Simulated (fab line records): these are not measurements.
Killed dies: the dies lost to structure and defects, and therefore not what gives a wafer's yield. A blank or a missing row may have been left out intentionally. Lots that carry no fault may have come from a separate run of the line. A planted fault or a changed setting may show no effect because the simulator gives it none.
A single fault, viewed from 2 desks | flow nand harc | every desk sees just its own numbers, and what lay behind them comes last

## DESK OF THE TOOL OWNER: acl dep-02
The tool's own readings at NHARC_A_CHANNEL_HOLE_D2_DEP_00 (deposits aC, target thk 3100 nm): means of the sampled wafers that have a number, for each lot that ran on this tool. If a lot's mean is further than 4 standard deviations from the usual mean, the lot is out of limits and carries the mark OUT (the distance appears in the brackets).
Columns: A = throttle valve pct at NHARC_A_CHANNEL_HOLE_D2_DEP_00, usual 35.002 %
lot  | first seen here | A
L658 | day 14 05:11    | 35.000
L662 | day 15 16:25    | 35.003
L663 | day 16 04:51    | 35.006
L664 | day 16 16:37    | 35.003
L665 | day 17 07:34    | 35.009
This desk's verdict: no lot among the 5 shows anything out of limits.

## FROM THE METROLOGY DESK
What the gauges read for every lot (on any tool): the sampled wafers with a number, averaged. If a lot's mean is further than 4 standard deviations from the usual mean, the lot is out of limits and carries the mark OUT (the distance appears in the brackets).
Columns: A = cd nm at NHARC_THIN_TSV_CD_MEAS_37, usual 5000.5 nm
lot  | first seen here | A
L656 | day 24 12:01    | 5003.2
L658 | day 26 01:40    | 5001.5
L660 | day 26 11:50    | 5001.9
L659 | day 26 20:31    | 5001.4
L662 | day 27 01:26    | 5001.7
L661 | day 27 12:12    | 5001.0
L663 | day 27 13:23    | 5003.7
L673 | day 31 10:14    | 5001.7
L675 | day 32 12:19    | 4999.8
L677 | day 32 12:28    | 5000.5
L676 | day 33 00:08    | 4998.0
L678 | day 34 02:23    | 5002.6
This desk's verdict: no lot among the 12 shows anything out of limits.

## BROUGHT TOGETHER
Nothing out of limits was seen by the tool owner's desk.
Metrology desk: nothing out of limits seen.

## WHAT THE SIMULATOR HAD PUT IN
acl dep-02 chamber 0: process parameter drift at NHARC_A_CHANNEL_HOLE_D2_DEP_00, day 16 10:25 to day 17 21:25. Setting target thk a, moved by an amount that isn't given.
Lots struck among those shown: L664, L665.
